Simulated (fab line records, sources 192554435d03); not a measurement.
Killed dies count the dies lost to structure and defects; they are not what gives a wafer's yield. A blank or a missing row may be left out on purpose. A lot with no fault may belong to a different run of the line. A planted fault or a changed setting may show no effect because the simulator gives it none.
Chamber matching / flow n5Finfet / N5_HKMG_FIN_ETCH_31 on rieDiel-06: 4 sister chambers
The step etches SiARC in CF4, target depth 45.5 nm, time 75.8 s. 20 wafers are shown with their chamber, then 10 later ones without.

WAFERS PAIRED WITH THEIR CHAMBERS
wafer=L076.1; chamber=1; drypumpMotorCurrentA (A)=4.9; throttleValvePct (%)=15.33; etchRfOnTimeS (s)=76.6
wafer=L076.3; chamber=2; drypumpMotorCurrentA (A)=5.5; throttleValvePct (%)=15.74; etchRfOnTimeS (s)=75.0
wafer=L076.5; chamber=2; drypumpMotorCurrentA (A)=5.5; throttleValvePct (%)=15.73; etchRfOnTimeS (s)=75.8
wafer=L078.3; chamber=3; drypumpMotorCurrentA (A)=5.3; throttleValvePct (%)=15.59; etchRfOnTimeS (s)=75.2
wafer=L078.5; chamber=0; drypumpMotorCurrentA (A)=5.5; throttleValvePct (%)=15.83; etchRfOnTimeS (s)=76.9
wafer=L078.6; chamber=3; drypumpMotorCurrentA (A)=5.3; throttleValvePct (%)=15.58; etchRfOnTimeS (s)=75.5
wafer=L080.2; chamber=2; drypumpMotorCurrentA (A)=5.5; throttleValvePct (%)=15.75; etchRfOnTimeS (s)=75.1
wafer=L080.3; chamber=0; drypumpMotorCurrentA (A)=5.5; throttleValvePct (%)=15.83; etchRfOnTimeS (s)=75.4
wafer=L080.6; chamber=2; drypumpMotorCurrentA (A)=5.5; throttleValvePct (%)=15.77; etchRfOnTimeS (s)=74.8
wafer=L084.1; chamber=3; drypumpMotorCurrentA (A)=5.3; throttleValvePct (%)=15.12; etchRfOnTimeS (s)=71.5
wafer=L084.5; chamber=3; drypumpMotorCurrentA (A)=5.3; throttleValvePct (%)=15.13; etchRfOnTimeS (s)=71.7
wafer=L084.6; chamber=1; drypumpMotorCurrentA (A)=4.9; throttleValvePct (%)=15.37; etchRfOnTimeS (s)=76.0
wafer=L086.1; chamber=2; drypumpMotorCurrentA (A)=5.5; throttleValvePct (%)=15.77; etchRfOnTimeS (s)=75.6
wafer=L086.5; chamber=1; drypumpMotorCurrentA (A)=4.9; throttleValvePct (%)=15.40; etchRfOnTimeS (s)=76.0
wafer=L086.6; chamber=3; drypumpMotorCurrentA (A)=5.3; throttleValvePct (%)=15.15; etchRfOnTimeS (s)=72.4
wafer=L088.1; chamber=1; drypumpMotorCurrentA (A)=4.9; throttleValvePct (%)=15.40; etchRfOnTimeS (s)=76.3
wafer=L088.3; chamber=0; drypumpMotorCurrentA (A)=5.6; throttleValvePct (%)=15.33; etchRfOnTimeS (s)=74.7
wafer=L088.5; chamber=0; drypumpMotorCurrentA (A)=5.5; throttleValvePct (%)=15.34; etchRfOnTimeS (s)=74.2
wafer=L091.1; chamber=0; drypumpMotorCurrentA (A)=5.5; throttleValvePct (%)=15.35; etchRfOnTimeS (s)=74.4
wafer=L091.2; chamber=2; drypumpMotorCurrentA (A)=5.5; throttleValvePct (%)=15.79; etchRfOnTimeS (s)=75.0

SIGNATURES (averages over the wafers above)
reading=drypumpMotorCurrentA; chamber 0=5.520; chamber 1=4.900; chamber 2=5.500; chamber 3=5.300; scatter within a chamber=0.0224
reading=throttleValvePct; chamber 0=15.5360; chamber 1=15.3750; chamber 2=15.7583; chamber 3=15.3140; scatter within a chamber=0.184
reading=etchRfOnTimeS; chamber 0=75.120; chamber 1=76.225; chamber 2=75.217; chamber 3=73.260; scatter within a chamber=1.14
Rule: a wafer's distance from a chamber is the root of the sum, over the readings, of the square of ((its reading less the chamber's mean) divided by the reading's scatter). If the next closest chamber is less than 2 further off than the closest, the wafer can't be placed; otherwise it belongs to the closest. The scatter is the square root of a quotient: the sum, over the shown wafers, of each reading's squared deviation from its chamber's mean, divided by wafers minus chambers.

WAFERS WITHOUT THEIR CHAMBER
wafer=L091.5; drypumpMotorCurrentA (A)=5.5; throttleValvePct (%)=15.79; etchRfOnTimeS (s)=75.4
wafer=L093.1; drypumpMotorCurrentA (A)=5.5; throttleValvePct (%)=15.80; etchRfOnTimeS (s)=75.8
wafer=L093.4; drypumpMotorCurrentA (A)=5.5; throttleValvePct (%)=15.35; etchRfOnTimeS (s)=74.8
wafer=L093.5; drypumpMotorCurrentA (A)=5.5; throttleValvePct (%)=15.36; etchRfOnTimeS (s)=74.8
wafer=L095.2; drypumpMotorCurrentA (A)=5.5; throttleValvePct (%)=15.35; etchRfOnTimeS (s)=74.3
wafer=L095.3; drypumpMotorCurrentA (A)=4.9; throttleValvePct (%)=15.41; etchRfOnTimeS (s)=76.9
wafer=L095.4; drypumpMotorCurrentA (A)=5.5; throttleValvePct (%)=15.81; etchRfOnTimeS (s)=75.1
wafer=L097.1; drypumpMotorCurrentA (A)=5.3; throttleValvePct (%)=15.18; etchRfOnTimeS (s)=73.1
wafer=L097.5; drypumpMotorCurrentA (A)=4.9; throttleValvePct (%)=15.44; etchRfOnTimeS (s)=76.1
wafer=L097.6; drypumpMotorCurrentA (A)=5.3; throttleValvePct (%)=15.19; etchRfOnTimeS (s)=72.9

WHICH CHAMBER EACH ONE RAN IN
wafer=L091.5; from the rows above=can't be placed: 2 or 0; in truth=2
wafer=L093.1; from the rows above=can't be placed: 2 or 0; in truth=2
wafer=L093.4; from the rows above=can't be placed: 0 or 2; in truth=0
wafer=L093.5; from the rows above=can't be placed: 0 or 2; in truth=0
wafer=L095.2; from the rows above=can't be placed: 0 or 2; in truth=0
wafer=L095.3; from the rows above=1; in truth=1
wafer=L095.4; from the rows above=can't be placed: 2 or 0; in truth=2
wafer=L097.1; from the rows above=3; in truth=3
wafer=L097.5; from the rows above=1; in truth=1
wafer=L097.6; from the rows above=3; in truth=3
Correct placement for 4 of the 10. From these rows, 6 cannot be placed; in 6 the true chamber is one of the candidates. Wrongly placed: 0.
